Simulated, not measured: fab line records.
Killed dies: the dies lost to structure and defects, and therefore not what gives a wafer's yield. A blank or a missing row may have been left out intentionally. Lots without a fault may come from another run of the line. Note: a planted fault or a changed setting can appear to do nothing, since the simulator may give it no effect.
Split-lot experiment / flow n5Finfet / 21 wafers read from 7 lots, route of 1938 steps

THE SPLIT
At N5_BEOL_M4_HM_DEP_02 (deposits TiN, target thk 20 nm), the setting targetThkA was moved away from the recipe's 200 angstrom on 8 of the 21 wafers read, by -12.5% to -5.9%. All remaining wafers had this setting at the recipe value.

FROM THE SPLIT TO THE READING: what the file shows between them, 9 steps
- N5_BEOL_M4_COAT_05: resist thk 30 nm (also split here: spinRpm)
- N5_BEOL_M4_EBR_07
- N5_BEOL_M4_SOFTBAKE_06: time 60 s
- N5_BEOL_M4_STRIP_75: strips in N2/H2
- N5_BEOL_M4_STRIP_66: strips in CF4
- N5_BEOL_M4_HM_OPEN_17: chemistry Cl2/BCl3, target TiN, target depth 20 nm, overetch 6 nm
- N5_BEOL_M4_STRIP_19: strips in O2
- N5_BEOL_M4_STRIP_83: strips in C4F6/O2
- N5_BEOL_M4_STRIP_36: strips in N2/H2

THE READING
TiN_of_BEOL_M4_HM_DEP_02.thkNm (the simulator's own value, which no gauge read), in nm, at N5_BEOL_M4_TRENCH_ETCH_37 (etches SiOC in C4F6/O2, target depth 55.555 nm, time 29.2 s). The file gives no usual value for it. Here, 13 wafers ran the recipe; their average is 17.8 nm with a standard deviation of 0.27 nm.

wafer=L076.1; tool, chamber at the split=pvdSputter-01, -; targetThkA as run, angstrom=200; against the recipe=recipe; TiN_of_BEOL_M4_HM_DEP_02.thkNm, nm=18; against lot-mates on the recipe=-
wafer=L076.5; tool, chamber at the split=pvdSputter-01, -; targetThkA as run, angstrom=175; against the recipe=-12.5%; TiN_of_BEOL_M4_HM_DEP_02.thkNm, nm=15.4; against lot-mates on the recipe=-2.6
wafer=L076.6; tool, chamber at the split=pvdSputter-01, -; targetThkA as run, angstrom=175; against the recipe=-12.5%; TiN_of_BEOL_M4_HM_DEP_02.thkNm, nm=15.4; against lot-mates on the recipe=-2.6
wafer=L080.1; tool, chamber at the split=pvdSputter-03, -; targetThkA as run, angstrom=200; against the recipe=recipe; TiN_of_BEOL_M4_HM_DEP_02.thkNm, nm=18.2; against lot-mates on the recipe=-
wafer=L080.6; tool, chamber at the split=pvdSputter-03, -; targetThkA as run, angstrom=200; against the recipe=recipe; TiN_of_BEOL_M4_HM_DEP_02.thkNm, nm=18.2; against lot-mates on the recipe=-
wafer=L080.2; tool, chamber at the split=pvdSputter-03, -; targetThkA as run, angstrom=174.9; against the recipe=-12.5%; TiN_of_BEOL_M4_HM_DEP_02.thkNm, nm=15.4; against lot-mates on the recipe=-2.8
wafer=L086.3; tool, chamber at the split=pvdSputter-01, -; targetThkA as run, angstrom=200; against the recipe=recipe; TiN_of_BEOL_M4_HM_DEP_02.thkNm, nm=17.6; against lot-mates on the recipe=-
wafer=L086.5; tool, chamber at the split=pvdSputter-01, -; targetThkA as run, angstrom=200; against the recipe=recipe; TiN_of_BEOL_M4_HM_DEP_02.thkNm, nm=17.6; against lot-mates on the recipe=-
wafer=L086.4; tool, chamber at the split=pvdSputter-01, -; targetThkA as run, angstrom=200; against the recipe=recipe; TiN_of_BEOL_M4_HM_DEP_02.thkNm, nm=17.8; against lot-mates on the recipe=-
wafer=L093.1; tool, chamber at the split=pvdSputter-01, -; targetThkA as run, angstrom=200; against the recipe=recipe; TiN_of_BEOL_M4_HM_DEP_02.thkNm, nm=17.6; against lot-mates on the recipe=-
wafer=L093.4; tool, chamber at the split=pvdSputter-01, -; targetThkA as run, angstrom=200; against the recipe=recipe; TiN_of_BEOL_M4_HM_DEP_02.thkNm, nm=17.4; against lot-mates on the recipe=-
wafer=L093.5; tool, chamber at the split=pvdSputter-01, -; targetThkA as run, angstrom=200; against the recipe=recipe; TiN_of_BEOL_M4_HM_DEP_02.thkNm, nm=17.4; against lot-mates on the recipe=-
wafer=L091.1; tool, chamber at the split=pvdSputter-02, -; targetThkA as run, angstrom=200; against the recipe=recipe; TiN_of_BEOL_M4_HM_DEP_02.thkNm, nm=17.6; against lot-mates on the recipe=-
wafer=L091.3; tool, chamber at the split=pvdSputter-02, -; targetThkA as run, angstrom=188.1; against the recipe=-5.9%; TiN_of_BEOL_M4_HM_DEP_02.thkNm, nm=16.6; against lot-mates on the recipe=-1.0
wafer=L091.5; tool, chamber at the split=pvdSputter-02, -; targetThkA as run, angstrom=188.1; against the recipe=-5.9%; TiN_of_BEOL_M4_HM_DEP_02.thkNm, nm=16.6; against lot-mates on the recipe=-1.0
wafer=L097.2; tool, chamber at the split=pvdSputter-01, -; targetThkA as run, angstrom=183.1; against the recipe=-8.5%; TiN_of_BEOL_M4_HM_DEP_02.thkNm, nm=16; against lot-mates on the recipe=no lot-mate on the recipe
wafer=L097.5; tool, chamber at the split=pvdSputter-01, -; targetThkA as run, angstrom=183.1; against the recipe=-8.5%; TiN_of_BEOL_M4_HM_DEP_02.thkNm, nm=16.2; against lot-mates on the recipe=no lot-mate on the recipe
wafer=L097.6; tool, chamber at the split=pvdSputter-01, -; targetThkA as run, angstrom=183.1; against the recipe=-8.5%; TiN_of_BEOL_M4_HM_DEP_02.thkNm, nm=16.4; against lot-mates on the recipe=no lot-mate on the recipe
wafer=L096.1; tool, chamber at the split=pvdSputter-01, -; targetThkA as run, angstrom=200; against the recipe=recipe; TiN_of_BEOL_M4_HM_DEP_02.thkNm, nm=17.8; against lot-mates on the recipe=-
wafer=L096.5; tool, chamber at the split=pvdSputter-01, -; targetThkA as run, angstrom=200; against the recipe=recipe; TiN_of_BEOL_M4_HM_DEP_02.thkNm, nm=18; against lot-mates on the recipe=-
wafer=L096.6; tool, chamber at the split=pvdSputter-01, -; targetThkA as run, angstrom=200; against the recipe=recipe; TiN_of_BEOL_M4_HM_DEP_02.thkNm, nm=18; against lot-mates on the recipe=-

THE FIT
A straight line over all 21 wafers: TiN_of_BEOL_M4_HM_DEP_02.thkNm changes by +0.19 nm for each +1% of targetThkA; r = +0.97; the points scatter about the line by 0.23 nm.
The same after taking each lot's own level away (the mean of its wafers on the recipe; 18 wafers): +0.209 nm for each +1%; r = +0.99; scatter 0.12 nm.
That fit puts the effect of the largest move of targetThkA on the reading at 2.6 nm.
The lots' own levels span 17.47 to 18.20 nm, that is 2.8 times the standard deviation above.
Consequently the slope shifts little with the lot-to-lot level, the two slopes agreeing.
Check: for one of the wafers moved furthest among these (-12.5%), held out of the fit, the line's prediction against its lot-mates is -2.52 nm. Against them it came out at -2.8 nm.

FURTHER SPLITS ON THESE WAFERS
These wafers also went through other splits before the reading. Each is held against what the fit with the lots' levels taken away leaves over:
other split on the same wafers=N5_BEOL_M0_SAQP_COAT_34 spinRpm; wafers away from the commonest value=9; r with TiN_of_BEOL_M4_HM_DEP_02.thkNm (lot level and that fit taken away)=+0.04
other split on the same wafers=N5_BEOL_M1_COAT_05 spinRpm; wafers away from the commonest value=6; r with TiN_of_BEOL_M4_HM_DEP_02.thkNm (lot level and that fit taken away)=+0.33
other split on the same wafers=N5_BEOL_M1_ETCH_64 sourceW; wafers away from the commonest value=3; r with TiN_of_BEOL_M4_HM_DEP_02.thkNm (lot level and that fit taken away)=-0.05
other split on the same wafers=N5_BEOL_M2_ETCH_69 biasW; wafers away from the commonest value=5; r with TiN_of_BEOL_M4_HM_DEP_02.thkNm (lot level and that fit taken away)=-0.02
other split on the same wafers=N5_BEOL_M3_COAT_05 spinRpm; wafers away from the commonest value=5; r with TiN_of_BEOL_M4_HM_DEP_02.thkNm (lot level and that fit taken away)=+0.30
other split on the same wafers=N5_BEOL_M3_EXPOSE_08 doseMj; wafers away from the commonest value=4; r with TiN_of_BEOL_M4_HM_DEP_02.thkNm (lot level and that fit taken away)=+0.08
other split on the same wafers=N5_BEOL_M4_COAT_05 spinRpm; wafers away from the commonest value=1; r with TiN_of_BEOL_M4_HM_DEP_02.thkNm (lot level and that fit taken away)=+0.04

THE WHOLE CHAIN: every reading that the file lists as answering this split, in the file's order
step=N5_BEOL_M4_HM_DEP_02; what it does=deposits TiN, target thk 20 nm; reading=TiN_of_BEOL_M4_HM_DEP_02.thkNm (the simulator's own value, which no gauge read); change (the file's fit)=+0.216 nm for each +1% of the setting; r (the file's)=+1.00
step=N5_BEOL_M4_HM_OPEN_17; what it does=chemistry Cl2/BCl3, target TiN, target depth 20 nm, overetch 6 nm; reading=etch.depthNm (the simulator's own value, which no gauge read); change (the file's fit)=+0.207 nm for each +1% of the setting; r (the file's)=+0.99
step=N5_BEOL_M4_TRENCH_ETCH_37; what it does=etches SiOC in C4F6/O2, target depth 55.555 nm, time 29.2 s; reading=TiN_of_BEOL_M4_HM_DEP_02.thkNm (the simulator's own value, which no gauge read); change (the file's fit)=+0.211 nm for each +1% of the setting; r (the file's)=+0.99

THE FILE'S OWN FIT
TiN_of_BEOL_M4_HM_DEP_02.thkNm changes by +0.211 nm for each +1% of targetThkA, r = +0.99.
